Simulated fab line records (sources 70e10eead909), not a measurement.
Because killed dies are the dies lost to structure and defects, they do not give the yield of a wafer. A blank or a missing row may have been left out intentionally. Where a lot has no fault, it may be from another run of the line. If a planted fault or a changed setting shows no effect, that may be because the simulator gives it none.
What tool caused it? + flow nandHarc + 14 lots with 42 wafers sampled at 4 steps, on a route of 1302 steps

## WHAT THE GAUGES READ, wafer by wafer
The record holds no reading of a measuring or inspecting step that can be judged against a usual standard deviation.

## WHAT TOOL EACH LOT RAN ON (gives the tool, then ch and the chambers of the sampled wafers, and finally the start)
| lot  | NHARC_A_STAIRCASE_TRIM_14                    | NHARC_A_STAIRCASE_ETCH_17                    | NHARC_A_STAIRCASE_TRIM_20         | NHARC_A_STAIRCASE_ETCH_23         |
|------|----------------------------------------------|----------------------------------------------|-----------------------------------|-----------------------------------|
| L922 | rieDiel-08 ch 0,1,2, day 15 19:17 or earlier | rieDiel-08 ch 2,3, day 15 19:17 or earlier   | rieDiel-08 ch 0,1, day 15 19:17   | rieDiel-08 ch 0,1,2, day 15 19:43 |
| L924 | rieDiel-05 ch 0,1,3, day 16 00:01 or earlier | rieDiel-05 ch 1,2, day 16 00:01 or earlier   | rieDiel-08 ch 0,1,2, day 16 00:01 | rieDiel-08 ch 0,1, day 16 00:26   |
| L927 | rieDiel-05 ch 0,1,3, day 17 16:49 or earlier | rieDiel-05 ch 0,1,3, day 17 16:49 or earlier | rieDiel-08 ch 0,2,3, day 17 16:49 | rieDiel-08 ch 0,1,3, day 17 17:15 |
| L928 | rieDiel-05 ch 0,3, day 18 00:38 or earlier   | rieDiel-05 ch 0,1, day 18 00:38 or earlier   | rieDiel-02 ch 2,3, day 18 00:38   | rieDiel-02 ch 1,2,3, day 18 01:09 |
| L930 | rieDiel-02 ch 0,2, day 18 18:39 or earlier   | rieDiel-02 ch 0,3, day 18 18:39 or earlier   | rieDiel-02 ch 0,1,3, day 18 18:39 | rieDiel-02 ch 1,3, day 18 19:04   |
| L929 | rieDiel-08 ch 0,1,2, day 18 18:50 or earlier | rieDiel-08 ch 0,1,2, day 18 18:50 or earlier | rieDiel-08 ch 0,1,2, day 18 18:50 | rieDiel-08 ch 1,2, day 18 19:15   |
| L931 | rieDiel-05 ch 0,1, day 19 13:22 or earlier   | rieDiel-05 ch 0,2,3, day 19 13:22 or earlier | rieDiel-08 ch 1,2, day 19 13:22   | rieDiel-08 ch 0,1,2, day 19 13:48 |
| L932 | rieDiel-08 ch 0,1,2, day 20 09:09 or earlier | rieDiel-08 ch 0,3, day 20 09:09 or earlier   | rieDiel-02 ch 0,1,3, day 20 09:09 | rieDiel-02 ch 0,3, day 20 09:34   |
| L935 | rieDiel-02 ch 0,1,2, day 21 04:04 or earlier | rieDiel-02 ch 0,1,2, day 21 04:04 or earlier | rieDiel-05 ch 1,2,3, day 21 04:04 | rieDiel-05 ch 1,2,3, day 21 04:28 |
| L936 | rieDiel-08 ch 0,2,3, day 22 13:13 or earlier | rieDiel-08 ch 0,1,2, day 22 13:13 or earlier | rieDiel-02 ch 0,1,3, day 22 13:13 | rieDiel-02 ch 0,2,3, day 22 13:40 |
| L938 | rieDiel-05 ch 2,3, day 22 13:23 or earlier   | rieDiel-05 ch 0,3, day 22 13:23 or earlier   | rieDiel-08 ch 0,2,3, day 22 13:23 | rieDiel-08 ch 1,3, day 22 13:49   |
| L939 | rieDiel-02 ch 0,2, day 22 22:37 or earlier   | rieDiel-02 ch 1,3, day 22 22:37 or earlier   | rieDiel-02 ch 0,2,3, day 22 22:37 | rieDiel-02 ch 0,1, day 22 23:25   |
| L943 | rieDiel-05 ch 2,3, day 24 08:32 or earlier   | rieDiel-05 ch 2,3, day 24 08:32 or earlier   | rieDiel-05 ch 1,2, day 24 08:32   | rieDiel-05 ch 1,2,3, day 24 08:57 |
| L945 | rieDiel-05 ch 0,3, day 24 20:20 or earlier   | rieDiel-05 ch 2,3, day 24 20:20 or earlier   | rieDiel-08 ch 1,3, day 24 20:20   | rieDiel-08 ch 1,3, day 24 20:49   |
- NHARC_A_STAIRCASE_TRIM_14: chemistry O2, time 211.2 s.
- NHARC_A_STAIRCASE_ETCH_17: etches the open film in C4F8/O2, target depth 100 nm, time 40.5 s.
- NHARC_A_STAIRCASE_TRIM_20: chemistry O2, time 211.2 s.
- NHARC_A_STAIRCASE_ETCH_23: etches the open film in C4F8/O2, target depth 100 nm, time 40.5 s.

## AS READ BY THE TOOLS THEMSELVES (means over the sampled wafers that have a number; for cases with no such wafer, the mark the record gives instead)
NHARC_A_STAIRCASE_TRIM_14.
| lot  | tool       | drypumpMotorCurrentA (A) | o2FlowSccm (sccm) | oesProductAu (a.u.) | rfVppV (V) | showerheadPlenumPTorr (Torr) | throttleValvePct (%) |
|------|------------|--------------------------|-------------------|---------------------|------------|------------------------------|----------------------|
| L922 | rieDiel-08 | 5.3                      | 500.8             | 1.000               | 57.6       | 3.46                         | 17.032               |
| L924 | rieDiel-05 | 5.1                      | 500.7             | 1.005               | 59.1       | 3.62                         | 17.030               |
| L927 | rieDiel-05 | 5.1                      | 499.6             | 1.001               | 58.1       | 3.61                         | 17.032               |
| L928 | rieDiel-05 | 5.1                      | 500.0             | 1.005               | 58.5       | 3.70                         | 17.025               |
| L930 | rieDiel-02 | 5.2                      | 500.3             | 0.997               | 57.5       | 3.63                         | 17.036               |
| L929 | rieDiel-08 | 5.3                      | 498.8             | 1.003               | 58.5       | 3.63                         | 17.038               |
| L931 | rieDiel-05 | 4.7                      | 500.0             | 1.001               | 57.9       | 3.57                         | 17.039               |
| L932 | rieDiel-08 | 5.4                      | 499.5             | 1.008               | 58.2       | 3.62                         | 17.026               |
| L935 | rieDiel-02 | 5.6                      | 499.5             | 0.984               | 57.8       | 3.64                         | 17.034               |
| L936 | rieDiel-08 | 5.4                      | 498.9             | 1.001               | 57.6       | 3.53                         | 17.034               |
| L938 | rieDiel-05 | 5.8                      | 498.8             | 1.004               | 58.0       | 3.57                         | 17.024               |
| L939 | rieDiel-02 | 5.4                      | 499.3             | 1.000               | 58.0       | 3.57                         | 17.029               |
| L943 | rieDiel-05 | 5.8                      | 500.9             | 0.994               | 57.8       | 3.55                         | 17.033               |
| L945 | rieDiel-05 | 5.4                      | 500.8             | 0.995               | 57.5       | 3.61                         | 17.027               |

NHARC_A_STAIRCASE_ETCH_17.
| lot  | tool       | oesProductAu (a.u.) | rfFwdPowerW (W) | rfVppV (V) |
|------|------------|---------------------|-----------------|------------|
| L922 | rieDiel-08 | 0.949               | 588             | 898        |
| L924 | rieDiel-05 | 0.950               | 594             | 897        |
| L927 | rieDiel-05 | 0.928               | 595             | 899        |
| L928 | rieDiel-05 | 0.957               | 593             | 901        |
| L930 | rieDiel-02 | 0.934               | 593             | 894        |
| L929 | rieDiel-08 | 0.946               | 590             | 899        |
| L931 | rieDiel-05 | 0.943               | 594             | 899        |
| L932 | rieDiel-08 | 0.949               | 591             | 895        |
| L935 | rieDiel-02 | 0.924               | 591             | 900        |
| L936 | rieDiel-08 | 0.952               | 590             | 898        |
| L938 | rieDiel-05 | 0.940               | 595             | 900        |
| L939 | rieDiel-02 | 0.926               | 593             | 898        |
| L943 | rieDiel-05 | 0.930               | 595             | 897        |
| L945 | rieDiel-05 | 0.940               | 597             | 896        |

NHARC_A_STAIRCASE_TRIM_20.
| lot  | tool       | drypumpMotorCurrentA (A) | o2FlowSccm (sccm) | oesProductAu (a.u.) | rfVppV (V) | showerheadPlenumPTorr (Torr) | throttleValvePct (%) |
|------|------------|--------------------------|-------------------|---------------------|------------|------------------------------|----------------------|
| L922 | rieDiel-08 | 5.6                      | 499.6             | 0.988               | 57.3       | 3.35                         | 17.040               |
| L924 | rieDiel-08 | 5.3                      | 500.1             | 0.994               | 57.0       | 3.46                         | 17.042               |
| L927 | rieDiel-08 | 5.4                      | 500.5             | 1.008               | 58.2       | 3.54                         | 17.040               |
| L928 | rieDiel-02 | 5.5                      | 501.0             | 0.996               | 58.1       | 3.51                         | 17.035               |
| L930 | rieDiel-02 | 5.4                      | 500.3             | 0.991               | 57.2       | 3.60                         | 17.038               |
| L929 | rieDiel-08 | 5.3                      | 500.7             | 1.008               | 57.7       | 3.63                         | 17.041               |
| L931 | rieDiel-08 | 5.5                      | 497.9             | 1.010               | 57.8       | 3.72                         | 17.043               |
| L932 | rieDiel-02 | 5.4                      | 498.7             | 0.996               | 57.8       | 3.60                         | 17.041               |
| L935 | rieDiel-05 | 5.5                      | 498.9             | 1.001               | 58.6       | 3.54                         | 17.031               |
| L936 | rieDiel-02 | 5.3                      | 499.6             | 0.995               | 58.0       | 3.59                         | 17.037               |
| L938 | rieDiel-08 | 5.4                      | 499.6             | 1.008               | 57.9       | 3.52                         | 17.042               |
| L939 | rieDiel-02 | 5.2                      | 500.0             | 0.993               | 58.0       | 3.52                         | 17.039               |
| L943 | rieDiel-05 | 5.5                      | 500.8             | 0.991               | 56.9       | 3.51                         | 17.030               |
| L945 | rieDiel-08 | 5.8                      | 500.6             | 1.009               | 57.3       | 3.69                         | 17.023               |

NHARC_A_STAIRCASE_ETCH_23.
| lot  | tool       | oesProductAu (a.u.) | rfFwdPowerW (W) | rfVppV (V) |
|------|------------|---------------------|-----------------|------------|
| L922 | rieDiel-08 | 0.939               | 590             | 893        |
| L924 | rieDiel-08 | 0.945               | 594             | 889        |
| L927 | rieDiel-08 | 0.931               | 592             | 899        |
| L928 | rieDiel-02 | 0.944               | 591             | 897        |
| L930 | rieDiel-02 | 0.929               | 594             | 899        |
| L929 | rieDiel-08 | 0.944               | 590             | 900        |
| L931 | rieDiel-08 | 0.960               | 590             | 900        |
| L932 | rieDiel-02 | 0.964               | 590             | 895        |
| L935 | rieDiel-05 | 0.951               | 595             | 897        |
| L936 | rieDiel-02 | 1.198               | 831             | 896        |
| L938 | rieDiel-08 | 0.949               | 591             | 899        |
| L939 | rieDiel-02 | 1.139               | 835             | 902        |
| L943 | rieDiel-05 | 0.931               | 595             | 896        |
| L945 | rieDiel-08 | 0.949               | 593             | 901        |

## THE ANSWER, worked out from the rows above alone
Rule: what is usual is taken from the lots themselves. The widest of any qualifying gaps counts: lots, ordered by their means at a reading, are off when they make up no more than a third of the lots, leave a main group of 4 or more, and stand apart from it by 3 or more times the standard deviation of that group's means. Not used: any main group whose means are identical at the precision the tables above print for the reading. Also off: a lot with no number at a reading for which 4 or more lots have one. All remaining lots with rows at the step are treated as sound. After the gauges, taken in route order, come the tools' own readings; for these a lot's mean is taken, as printed above. At the first step where some lot is off, the reading lying furthest off is the one used; lots without a number count as furthest.
Off: L936, L939 (NHARC_A_STAIRCASE_ETCH_23, rfFwdPowerW). The main group: mean 592 W, standard deviation 1.9.
A tool fits if, at that step or a process step before it, it ran every lot that is off, and no sound lot after the first of them. Because NHARC_A_STAIRCASE_TRIM_14 lacks a start for some lots, the hours and order of its lots are taken from NHARC_A_STAIRCASE_TRIM_20. Because NHARC_A_STAIRCASE_ETCH_17 lacks a start for some lots, the hours and order of its lots are taken from NHARC_A_STAIRCASE_TRIM_20. One fits: rieDiel-02 at NHARC_A_STAIRCASE_TRIM_20 and NHARC_A_STAIRCASE_ETCH_23. At NHARC_A_STAIRCASE_TRIM_20 its last sound lot is L932 (day 20 09:09), its first lot that is off L936 (day 22 13:13): a fault that began between those two fits.

## WHAT HAD BEEN PUT IN BY THE SIMULATOR
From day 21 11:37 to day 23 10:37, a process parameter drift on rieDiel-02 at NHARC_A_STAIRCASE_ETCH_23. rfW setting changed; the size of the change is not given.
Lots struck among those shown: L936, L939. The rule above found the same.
